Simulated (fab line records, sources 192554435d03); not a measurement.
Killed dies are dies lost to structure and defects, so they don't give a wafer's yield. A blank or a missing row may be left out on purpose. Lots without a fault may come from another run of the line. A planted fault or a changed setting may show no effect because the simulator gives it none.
Split-lot experiment | flow n5_finfet | 7 lots, 39 wafers read, on a route of 1938 steps

THE SPLIT
At N5_BEOL_M3_ETCH_41 (etches SiCN in CH3F/O2, target depth 29.9 nm, time 52.5 s), the setting target_depth_a was moved away from the recipe's 299 angstrom on 12 of the 39 wafers read, by -29.7% to +29.9%. The other wafers ran this setting at the recipe's value.

The reading is taken at the split's own step.

THE READING
etch.depth_nm (the simulator's own value, which no gauge read), in nm, at N5_BEOL_M3_ETCH_41 (etches SiCN in CH3F/O2, target depth 29.9 nm, time 52.5 s). The file gives no usual value for it. The 27 wafers here that ran the recipe average 19.79 nm, standard deviation 0.43 nm.

wafer  | tool, chamber at the split | target_depth_a as run, angstrom | against the recipe | etch.depth_nm, nm | against lot-mates on the recipe
L079.1 | rie_diel-04, 1             | 299                             | recipe             | 19                | -
L079.2 | rie_diel-04, 0             | 299                             | recipe             | 19.59             | -
L079.3 | rie_diel-04, 3             | 299                             | recipe             | 19.79             | -
L079.4 | rie_diel-04, 2             | 299                             | recipe             | 19.9              | -
L079.5 | rie_diel-04, 0             | 299                             | recipe             | 19.69             | -
L079.6 | rie_diel-04, 3             | 299                             | recipe             | 19.62             | -
L080.1 | rie_diel-06, 3             | 299                             | recipe             | 19.68             | -
L080.2 | rie_diel-06, 1             | 299                             | recipe             | 20.16             | -
L080.3 | rie_diel-06, 2             | 388.3                           | +29.9%             | 25.18             | +5.22
L080.4 | rie_diel-06, 0             | 388.3                           | +29.9%             | 25.69             | +5.73
L080.5 | rie_diel-06, 0             | 388.3                           | +29.9%             | 25.67             | +5.71
L080.6 | rie_diel-06, 1             | 299                             | recipe             | 20.04             | -
L083.1 | rie_diel-04, 3             | 210.2                           | -29.7%             | 13.98             | -5.49
L083.2 | rie_diel-04, 1             | 210.2                           | -29.7%             | 13.22             | -6.25
L083.3 | rie_diel-04, 0             | 210.2                           | -29.7%             | 13.88             | -5.59
L083.4 | rie_diel-04, 0             | 299                             | recipe             | 19.8              | -
L083.5 | rie_diel-04, 3             | 299                             | recipe             | 19.82             | -
L083.6 | rie_diel-04, 1             | 299                             | recipe             | 18.8              | -
L082.1 | rie_diel-03, 3             | 299                             | recipe             | 19.81             | -
L082.2 | rie_diel-03, 0             | 351.7                           | +17.6%             | 24.06             | +3.95
L082.3 | rie_diel-03, 1             | 299                             | recipe             | 20.1              | -
L082.4 | rie_diel-03, 0             | 299                             | recipe             | 20.42             | -
L082.5 | rie_diel-03, 1             | 351.7                           | +17.6%             | 23.64             | +3.53
L082.6 | rie_diel-03, 3             | 351.7                           | +17.6%             | 23.24             | +3.13
L091.2 | rie_diel-04, 2             | 299                             | recipe             | 20.23             | -
L091.3 | rie_diel-04, 3             | 299                             | recipe             | 19.97             | -
L091.4 | rie_diel-04, 3             | 299                             | recipe             | 19.92             | -
L092.1 | rie_diel-04, 2             | 299                             | recipe             | 20.14             | -
L092.2 | rie_diel-04, 3,2           | 299                             | recipe             | 20.09             | -
L092.6 | rie_diel-04, 3,2           | 299                             | recipe             | 20.09             | -
L092.3 | rie_diel-04, 1             | 299                             | recipe             | 18.81             | -
L092.4 | rie_diel-04, 1             | 299                             | recipe             | 18.88             | -
L092.5 | rie_diel-04, 3             | 299                             | recipe             | 20.01             | -
L093.1 | rie_diel-04, 3             | 235                             | -21.4%             | 15.57             | -4.38
L093.2 | rie_diel-04, 2             | 299                             | recipe             | 20.19             | -
L093.3 | rie_diel-04, 1             | 235                             | -21.4%             | 14.74             | -5.21
L093.4 | rie_diel-04, 0             | 235                             | -21.4%             | 15.54             | -4.41
L093.5 | rie_diel-04, 0             | 299                             | recipe             | 19.67             | -
L093.6 | rie_diel-04, 3             | 299                             | recipe             | 19.98             | -
Where a row lists several chambers, the file gives one row for several wafers and doesn't say which wafer went through which chamber.

THE FIT
A straight line over all 39 wafers: etch.depth_nm changes by +0.203 nm for each +1% of target_depth_a; r = +0.99; the points scatter about the line by 0.43 nm.
The same after taking each lot's own level away (the mean of its wafers on the recipe; 39 wafers): +0.196 nm for each +1%; r = +0.99; scatter 0.4 nm.
On that fit, the largest move of target_depth_a shifts the reading by 5.9 nm.
The lots' own levels span 19.473 to 20.110 nm, that is 1.5 times the standard deviation above.
So the lot-to-lot level changes the slope little: the two slopes agree.
Check: with one of the wafers moved furthest among these (+29.9%) left out of the fit, the line predicts +5.92 nm for it against its lot-mates. It came out at +5.22 nm against them.

OTHER SPLITS ON THESE WAFERS
These wafers also went through other splits before the reading. Each is held against what the fit with the lots' levels taken away leaves over:
other split on the same wafers   | wafers away from the commonest value | r with etch.depth_nm (lot level and that fit taken away)
N5_BEOL_M2_TRENCH_ETCH_37 time_s | 12                                   | +0.05

THE FILE'S OWN FIT
etch.depth_nm changes by +0.196 nm for each +1% of target_depth_a, r = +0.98.
